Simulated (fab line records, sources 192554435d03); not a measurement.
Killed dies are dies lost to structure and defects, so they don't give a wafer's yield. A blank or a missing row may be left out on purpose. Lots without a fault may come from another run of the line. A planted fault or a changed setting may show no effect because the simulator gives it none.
Which tool did it? | flow n5_finfet | 11 lots, 33 wafers sampled, at 4 steps of a route of 1938

WHAT THE GAUGES READ, wafer by wafer
N5_BEOL_M9_THK_MEAS_01.
lot  | measured     | on            | M9_ILD_THK (nm)
L075 | day 10 00:26 | film_metro-02 | 264 263 265
L077 | day 10 20:03 | film_metro-02 | 260 270 269
L080 | day 11 09:46 | film_metro-01 | 264 264 267
L081 | day 11 20:32 | film_metro-01 | 265 269 271
L082 | day 12 10:04 | film_metro-02 | 267 261 270
L085 | day 13 00:19 | film_metro-01 | 267 265 267
L087 | day 13 10:55 | film_metro-02 | 260 267 263
L089 | day 13 14:08 | film_metro-02 | 275 267 268
L091 | day 13 22:21 | film_metro-01 | 268 261 266
L094 | day 14 13:23 | film_metro-01 | 264 271 269
L096 | day 15 13:59 | film_metro-02 | 266 266 268

WHICH TOOL RAN EACH LOT (tool, then ch and the chambers of the sampled wafers, then the start)
lot  | N5_BEOL_M8_CURE_74            | N5_BEOL_M8_STRIP_19                | N5_BEOL_M8_SPUTTER_48
L075 | uv_cure-03 ch 2, day 9 13:26  | rie_diel-05 ch 1,2, day 9 16:30    | pvd_sputter-01, day 9 19:42
L077 | uv_cure-02 ch 0, day 10 09:11 | rie_diel-02 ch 2,3, day 10 10:35   | pvd_sputter-02, day 10 15:04
L080 | uv_cure-01 ch 1, day 11 01:28 | rie_diel-03 ch 0,3, day 11 04:19   | pvd_sputter-01, day 11 08:10
L081 | uv_cure-01 ch 0, day 11 05:13 | rie_diel-02 ch 2,3, day 11 08:55   | pvd_sputter-02, day 11 18:56
L082 | uv_cure-03 ch 1, day 11 22:46 | rie_diel-03 ch 0,3, day 12 02:22   | pvd_sputter-02, day 12 08:28
L085 | uv_cure-03 ch 2, day 12 15:04 | rie_diel-05 ch 2,3, day 12 17:45   | pvd_sputter-01, day 12 22:43
L087 | uv_cure-01 ch 2, day 12 23:25 | rie_diel-02 ch 0,1, day 13 02:44   | pvd_sputter-01, day 13 08:57
L089 | uv_cure-02 ch 2, day 13 03:57 | rie_diel-03 ch 0,1,2, day 13 07:20 | pvd_sputter-02, day 13 12:22
L091 | uv_cure-02 ch 1, day 13 11:50 | rie_diel-02 ch 1,2,3, day 13 15:50 | pvd_sputter-02, day 13 19:48
L094 | uv_cure-01 ch 2, day 14 05:04 | rie_diel-02 ch 0,1,2, day 14 09:02 | pvd_sputter-01, day 14 11:10
L096 | uv_cure-01 ch 2, day 15 03:04 | rie_diel-03 ch 0,1,2, day 15 06:41 | pvd_sputter-02, day 15 12:08
- N5_BEOL_M8_CURE_74: cures SiCOH lowk, time 240 s.
- N5_BEOL_M8_STRIP_19: strips in O2.
- N5_BEOL_M8_SPUTTER_48: material Cu, target thk 10 nm, time 1.667 s.

THE ANSWER, worked out from the rows above alone
Rule: what is usual is taken from the lots themselves. Put in order of their means at a reading, lots are off if they are a third of the lots or fewer, leave a main group of 4 or more, and stand apart from it by a gap of 3 or more times the standard deviation of the main group's means; of several such gaps the widest counts. A main group whose means are all the same, to the digits that the tables above print for the reading, isn't used. A lot without any number at a reading at which 4 lots or more have one is off too. The other lots that the step has rows for count as sound.
No lot is off at any reading shown: from this, nothing can be told.

WHAT THE SIMULATOR HAD PUT IN
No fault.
